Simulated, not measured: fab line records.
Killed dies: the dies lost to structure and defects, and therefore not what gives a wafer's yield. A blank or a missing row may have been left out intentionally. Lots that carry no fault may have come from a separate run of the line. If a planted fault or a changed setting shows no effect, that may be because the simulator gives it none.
Split-lot experiment    flow n5-finfet    on a route of 1938 steps: 7 lots, 21 wafers read

## ABOUT THE SPLIT
At N5_BEOL_M12_TRENCH_ETCH_34 (etches SiOC in C4F8/O2/Ar, target depth 318.95 nm, time 125.5 s), the setting time-s was moved away from the recipe's 125.5 s on 3 of the 21 wafers read, by -18.6% to -7.3%. The other wafers ran this setting at the recipe's value.

## FROM THE SPLIT TO THE READING: what the file shows between them, 7 steps
- N5_BEOL_M12_STRIP_70: strips in C4F8/O2/Ar
- N5_BEOL_M12_OCD_MEAS_35
- N5_BEOL_M12_SPUTTER_45: material Cu, target thk 80 nm, time 13.33 s (also split here: time-s)
- N5_BEOL_M12_ECD_47: material Cu, target thk 720 nm
- N5_BEOL_M12_ANNEAL_48: time 90 s
- N5_BEOL_M12_PRE_CLEAN_52: time 15 s
- N5_BEOL_M12_DEP_53: deposits SiCN from 3MS/NH3, target thk 30 nm, time 10.5 s

## THE READING
M12_RS (ohm/sq), read at N5_BEOL_M12_RS_MEAS_54 with a four-point probe. On this fab line, fault-free wafers typically give 0.0603 ohm/sq with a standard deviation of 0.00086 ohm/sq.

wafer   tool, chamber at the split  time-s as run, s  against the recipe  M12_RS, ohm/sq  against lot-mates on the recipe
L074.2  rie-diel-02, 0              125.5             recipe              0.0607          -
L074.4  rie-diel-02, 3              125.5             recipe              0.0620          -
L074.6  rie-diel-02, 3              125.5             recipe              0.0617          -
L075.2  rie-diel-04, 1              125.5             recipe              0.0593          -
L075.5  rie-diel-04, 3              125.5             recipe              0.0596          -
L075.6  rie-diel-04, 0              125.5             recipe              0.0613          -
L080.1  rie-diel-01, 2              125.5             recipe              0.0606          -
L080.4  rie-diel-01, 3              125.5             recipe              0.0601          -
L080.5  rie-diel-01, 2              125.5             recipe              0.0602          -
L086.2  rie-diel-04, 3              125.5             recipe              0.0602          -
L086.4  rie-diel-04, 1              125.5             recipe              0.0595          -
L086.5  rie-diel-04, 0              125.5             recipe              0.0599          -
L087.1  rie-diel-02, 0              125.5             recipe              0.0598          -
L087.2  rie-diel-02, 1              125.5             recipe              0.0605          -
L087.6  rie-diel-02, 2              102.2             -18.6%              0.0757          +0.0156
L095.1  rie-diel-02, 1              125.5             recipe              0.0604          -
L095.2  rie-diel-02, 2              125.5             recipe              0.0603          -
L095.4  rie-diel-02, 3              125.5             recipe              0.0624          -
L096.1  rie-diel-01, 3              116.4             -7.3%               0.0648          +0.0035
L096.2  rie-diel-01, 1              116.4             -7.3%               0.0650          +0.0037
L096.4  rie-diel-01, 0              125.5             recipe              0.0613          -

FIT RESULTS
A straight line over all 21 wafers: M12_RS changes by -0.000772 ohm/sq for each +1% of time-s; r = -0.97; the points scatter about the line by 0.00094 ohm/sq.
The same after taking each lot's own level away (the mean of its wafers on the recipe; 21 wafers): -0.000767 ohm/sq for each +1%; r = -0.97; scatter 0.00091 ohm/sq.
According to that fit, moving time-s by its largest amount changes the reading by 0.014 ohm/sq.
From 0.05987 to 0.06147 ohm/sq: that is the span of the lots' own levels, equal to 1.9 times the standard deviation above.
The two slopes are in agreement: the lot-to-lot level therefore moves the slope only a little.
Check: for one of the wafers moved furthest among these (-18.6%), held out of the fit, the line's prediction against its lot-mates is +0.00922 ohm/sq. It came out at +0.0156 ohm/sq against them.

## OTHER SPLITS ON THESE WAFERS
Note: prior to the reading, these wafers also went through further splits. Each is held against what the fit with the lots' levels taken away leaves over:
other split on the same wafers    wafers away from the commonest value  r with M12_RS (lot level and that fit taken away)
N5_BEOL_M9_ILD_DEP_00 time-s      4                                     -0.10
N5_BEOL_M9_ETCH_65 bias-w         5                                     -0.05
N5_BEOL_M9_TRENCH_ETCH_37 bias-w  5                                     -0.08
N5_BEOL_M10_COAT_63 spin-rpm      6                                     -0.11
N5_BEOL_M11_COAT_59 spin-rpm      9                                     +0.01
N5_BEOL_M12_SPUTTER_45 time-s     3                                     +0.01

## THE WHOLE CHAIN: every reading that the file lists as answering this split, in the file's order
step                        what it does                                                     reading                                                         change (the file's fit)                r (the file's)
N5_BEOL_M12_TRENCH_ETCH_34  etches SiOC in C4F8/O2/Ar, target depth 318.95 nm, time 125.5 s  etch.depth-nm (the simulator's own value, which no gauge read)  +3.19 nm for each +1% of the setting   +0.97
N5_BEOL_M12_OCD_MEAS_35                                                                      trench-depth-nm                                                 +3.17 nm for each +1% of the setting   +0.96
N5_BEOL_M12_RS_MEAS_54      measures by four-point-probe                                     M12_RS                                                          -0.000789 for each +1% of the setting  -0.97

## FILE'S OWN FIT
M12_RS changes by -0.000789 ohm/sq for each +1% of time-s, r = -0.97.
